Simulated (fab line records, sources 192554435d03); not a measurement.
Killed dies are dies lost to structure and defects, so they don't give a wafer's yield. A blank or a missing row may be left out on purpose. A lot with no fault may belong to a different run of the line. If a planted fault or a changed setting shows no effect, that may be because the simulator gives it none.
Lot-split experiment :: flow n5 finfet :: 7 lots, 21 wafers read, on a route of 1938 steps

== ABOUT THE SPLIT ==
At N5_HKMG_FIN_ETCH_32 (etches SOC in N2/H2, target depth 240 nm, time 300 s), the setting source w was moved away from the recipe's 840 W on 5 of the 21 wafers read, by -7.8% to +7.2%. For the rest of the wafers, this setting stayed at what the recipe calls for.

The reading comes from the split's own step.

== THE READING ==
rf vpp V, in V, at N5_HKMG_FIN_ETCH_32 (etches SOC in N2/H2, target depth 240 nm, time 300 s). A value of 524.2 V with a standard deviation of 2.2 V is what fault-free wafers of this fab line usually give.

wafer: L078.2
tool, chamber at the split: rie diel-01, 3
source w as run, W: 840
against the recipe: recipe
rf vpp V, V: 523.7
against lot-mates on the recipe: -

wafer: L078.4
tool, chamber at the split: rie diel-01, 2
source w as run, W: 840
against the recipe: recipe
rf vpp V, V: 523.0
against lot-mates on the recipe: -

wafer: L078.5
tool, chamber at the split: rie diel-01, 2
source w as run, W: 840
against the recipe: recipe
rf vpp V, V: 523.2
against lot-mates on the recipe: -

wafer: L082.3
tool, chamber at the split: rie diel-05, 3
source w as run, W: 840
against the recipe: recipe
rf vpp V, V: 520.1
against lot-mates on the recipe: -

wafer: L082.4
tool, chamber at the split: rie diel-05, 1
source w as run, W: 840
against the recipe: recipe
rf vpp V, V: 525.9
against lot-mates on the recipe: -

wafer: L082.5
tool, chamber at the split: rie diel-05, 3
source w as run, W: 840
against the recipe: recipe
rf vpp V, V: 520.6
against lot-mates on the recipe: -

wafer: L087.2
tool, chamber at the split: rie diel-03, 2
source w as run, W: 774.7
against the recipe: -7.8%
rf vpp V, V: 537.1
against lot-mates on the recipe: +13.3

wafer: L087.3
tool, chamber at the split: rie diel-03, 3
source w as run, W: 840
against the recipe: recipe
rf vpp V, V: 523.8
against lot-mates on the recipe: -

wafer: L087.6
tool, chamber at the split: rie diel-03, 3
source w as run, W: 774.7
against the recipe: -7.8%
rf vpp V, V: 537.1
against lot-mates on the recipe: +13.3

wafer: L088.1
tool, chamber at the split: rie diel-03, 0
source w as run, W: 840
against the recipe: recipe
rf vpp V, V: 526.1
against lot-mates on the recipe: -

wafer: L088.2
tool, chamber at the split: rie diel-03, 3
source w as run, W: 840
against the recipe: recipe
rf vpp V, V: 522.5
against lot-mates on the recipe: -

wafer: L088.3
tool, chamber at the split: rie diel-03, 1
source w as run, W: 840
against the recipe: recipe
rf vpp V, V: 525.6
against lot-mates on the recipe: -

wafer: L089.2
tool, chamber at the split: rie diel-03, 3
source w as run, W: 840
against the recipe: recipe
rf vpp V, V: 520.8
against lot-mates on the recipe: -

wafer: L089.3
tool, chamber at the split: rie diel-03, 0
source w as run, W: 778.5
against the recipe: -7.3%
rf vpp V, V: 540.0
against lot-mates on the recipe: +19.2

wafer: L089.5
tool, chamber at the split: rie diel-03, 2
source w as run, W: 778.5
against the recipe: -7.3%
rf vpp V, V: 537.1
against lot-mates on the recipe: +16.3

wafer: L092.1
tool, chamber at the split: rie diel-03, 0
source w as run, W: 840
against the recipe: recipe
rf vpp V, V: 526.9
against lot-mates on the recipe: -

wafer: L092.2
tool, chamber at the split: rie diel-03, 1
source w as run, W: 840
against the recipe: recipe
rf vpp V, V: 524.3
against lot-mates on the recipe: -

wafer: L092.5
tool, chamber at the split: rie diel-03, 0
source w as run, W: 840
against the recipe: recipe
rf vpp V, V: 525.0
against lot-mates on the recipe: -

wafer: L095.1
tool, chamber at the split: rie diel-01, 0
source w as run, W: 900.7
against the recipe: +7.2%
rf vpp V, V: 509.8
against lot-mates on the recipe: -12.9

wafer: L095.4
tool, chamber at the split: rie diel-01, 1
source w as run, W: 840
against the recipe: recipe
rf vpp V, V: 522.7
against lot-mates on the recipe: -

wafer: L095.6
tool, chamber at the split: rie diel-01, 0
source w as run, W: 840
against the recipe: recipe
rf vpp V, V: 522.6
against lot-mates on the recipe: -

FIT RESULTS
A straight line over all 21 wafers: rf vpp V changes by -1.89 V for each +1% of source w; r = -0.96; the points scatter about the line by 1.9 V.
The same after taking each lot's own level away (the mean of its wafers on the recipe; 21 wafers): -1.98 V for each +1%; r = -0.97; scatter 1.9 V.
On that fit, the largest move of source w shifts the reading by 15 V.
Across the lots, their own levels run from 520.80 to 525.40 V, a range of 2.1 times the standard deviation given above.
The two slopes are in agreement: the lot-to-lot level therefore moves the slope only a little.
Check: +16.2 V against its lot-mates is what the line predicts for one of the wafers moved furthest among these (-7.8%) when that wafer is left out of the fit. It came out at +13.3 V against them.
Tool readings at the split's step, against how far the setting was moved: rf vpp V r = -0.96.

== OTHER SPLITS APPLIED TO THESE WAFERS ==
Before the reading, these wafers also passed through other splits. Each is held against what the fit with the lots' levels taken away leaves over:
other split on the same wafers: N5_SD_EPI_P_EXPOSE_06 dose mj
wafers away from the commonest value: 8
r with rf vpp V (lot level and that fit taken away): +0.32

other split on the same wafers: N5_ILD0_CMP_03 down force psi
wafers away from the commonest value: 10
r with rf vpp V (lot level and that fit taken away): -0.21

other split on the same wafers: N5_ILD0_CMP_12 down force psi
wafers away from the commonest value: 4
r with rf vpp V (lot level and that fit taken away): -0.04

other split on the same wafers: N5_HKMG_FIN_DESCUM_17 time s
wafers away from the commonest value: 7
r with rf vpp V (lot level and that fit taken away): +0.11

== THE FILE'S OWN FIT ==
rf vpp V changes by -1.96 V for each +1% of source w, r = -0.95.
